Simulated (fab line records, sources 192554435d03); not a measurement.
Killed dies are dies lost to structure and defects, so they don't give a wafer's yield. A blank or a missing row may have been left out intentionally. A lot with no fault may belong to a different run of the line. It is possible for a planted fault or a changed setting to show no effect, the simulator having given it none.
Split-lot experiment -- flow n5Finfet -- route with 1938 steps; 7 lots, 39 wafers read

## ABOUT THE SPLIT
At N5_STI_FIN_REVEAL_ALD_00 (deposits SiO2, target thk 1 nm, pulse time 1 s), the setting targetThkA was moved away from the recipe's 10 angstrom on 15 of the 39 wafers read, by -47.1% to +36.7%. All remaining wafers had this setting at the recipe value.

The split's own step is where the reading is taken.

## THE READING
SiO2_of_STI_FIN_REVEAL_ALD_00.thkNm (the simulator's own value, which no gauge read), in nm, at N5_STI_FIN_REVEAL_ALD_00 (deposits SiO2, target thk 1 nm, pulse time 1 s). The file gives no usual value for it.

wafer,"tool, chamber at the split","targetThkA as run, angstrom",against the recipe,"SiO2_of_STI_FIN_REVEAL_ALD_00.thkNm, nm",against lot-mates on the recipe
L075.1,"aldSin-03, 0,3,2,1,2,1",10,recipe,1,-
L075.2,"aldSin-03, 0,3,2,1,2,1",10,recipe,1,-
L075.3,"aldSin-03, 0,3,2,1,2,1",10,recipe,1,-
L075.4,"aldSin-03, 0,3,2,1,2,1",10,recipe,1,-
L075.5,"aldSin-03, 0,3,2,1,2,1",10,recipe,1,-
L075.6,"aldSin-03, 0,3,2,1,2,1",10,recipe,1,-
L082.1,"aldSin-04, 3,1,1",10,recipe,1,-
L082.3,"aldSin-04, 3,1,1",10,recipe,1,-
L082.6,"aldSin-04, 3,1,1",10,recipe,1,-
L082.2,"aldSin-04, 0,2,0",13.67,+36.7%,1.4,+0.4
L082.4,"aldSin-04, 0,2,0",13.67,+36.7%,1.4,+0.4
L082.5,"aldSin-04, 0,2,0",13.67,+36.7%,1.4,+0.4
L083.2,"aldSin-02, 3,2,1",10,recipe,1,-
L083.3,"aldSin-02, 3,2,1",10,recipe,1,-
L083.4,"aldSin-02, 3,2,1",10,recipe,1,-
L084.1,"aldSin-04, 3,1,2",10,recipe,1,-
L084.2,"aldSin-04, 3,1,2",10,recipe,1,-
L084.6,"aldSin-04, 3,1,2",10,recipe,1,-
L084.3,"aldSin-04, 2,0,1",5.292,-47.1%,0.6,-0.4
L084.4,"aldSin-04, 2,0,1",5.292,-47.1%,0.6,-0.4
L084.5,"aldSin-04, 2,0,1",5.292,-47.1%,0.6,-0.4
L085.1,"aldSin-04, 2,3,0",10,recipe,1,-
L085.2,"aldSin-04, 2,3,0",10,recipe,1,-
L085.3,"aldSin-04, 2,3,0",10,recipe,1,-
L085.4,"aldSin-04, 1,3,0",12.35,+23.5%,1.2,+0.2
L085.5,"aldSin-04, 1,3,0",12.35,+23.5%,1.2,+0.2
L085.6,"aldSin-04, 1,3,0",12.35,+23.5%,1.2,+0.2
L090.1,"aldSin-04, 1,3,2",7.762,-22.4%,0.8,-0.2
L090.2,"aldSin-04, 1,3,2",7.762,-22.4%,0.8,-0.2
L090.4,"aldSin-04, 1,3,2",7.762,-22.4%,0.8,-0.2
L090.3,"aldSin-04, 0,3,0",10,recipe,1,-
L090.5,"aldSin-04, 0,3,0",10,recipe,1,-
L090.6,"aldSin-04, 0,3,0",10,recipe,1,-
L093.1,"aldSin-03, 3,2,0",6.366,-36.3%,0.6,-0.4
L093.3,"aldSin-03, 3,2,0",6.366,-36.3%,0.6,-0.4
L093.4,"aldSin-03, 3,2,0",6.366,-36.3%,0.6,-0.4
L093.2,"aldSin-03, 1,2,3",10,recipe,1,-
L093.5,"aldSin-03, 1,2,3",10,recipe,1,-
L093.6,"aldSin-03, 1,2,3",10,recipe,1,-
When a row names more than one chamber, that row covers several wafers, and the file does not tell which wafer ran in which chamber.

THE FIT
A straight line over all 39 wafers: SiO2_of_STI_FIN_REVEAL_ALD_00.thkNm changes by +0.00966 nm for each +1% of targetThkA; r = +0.99; the points scatter about the line by 0.026 nm.
The same after taking each lot's own level away (the mean of its wafers on the recipe; 39 wafers): +0.00966 nm for each +1%; r = +0.99; scatter 0.026 nm.
According to that fit, moving targetThkA by its largest amount changes the reading by 0.45 nm.
The lots' own levels span 1.00 to 1.00 nm.
Hence the lot-to-lot level has little effect on the slope; both slopes agree.
Check: for one of the wafers moved furthest among these (-47.1%), held out of the fit, the line's prediction against its lot-mates is -0.46 nm. It came out at -0.4 nm against them.

## OTHER SPLITS APPLIED TO THESE WAFERS
These wafers also went through other splits before the reading. Each is held against what the fit with the lots' levels taken away leaves over:
other split on the same wafers,wafers away from the commonest value,r with SiO2_of_STI_FIN_REVEAL_ALD_00.thkNm (lot level and that fit taken away)
N5_ZERO_LAYER_DEVELOP_10 developTimeS,15,+0.12
N5_FIN_CUT_CUT_ETCH_26 targetDepthA,18,-0.08

## FILE'S OWN FIT
SiO2_of_STI_FIN_REVEAL_ALD_00.thkNm changes by +0.00964 nm for each +1% of targetThkA, r = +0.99.
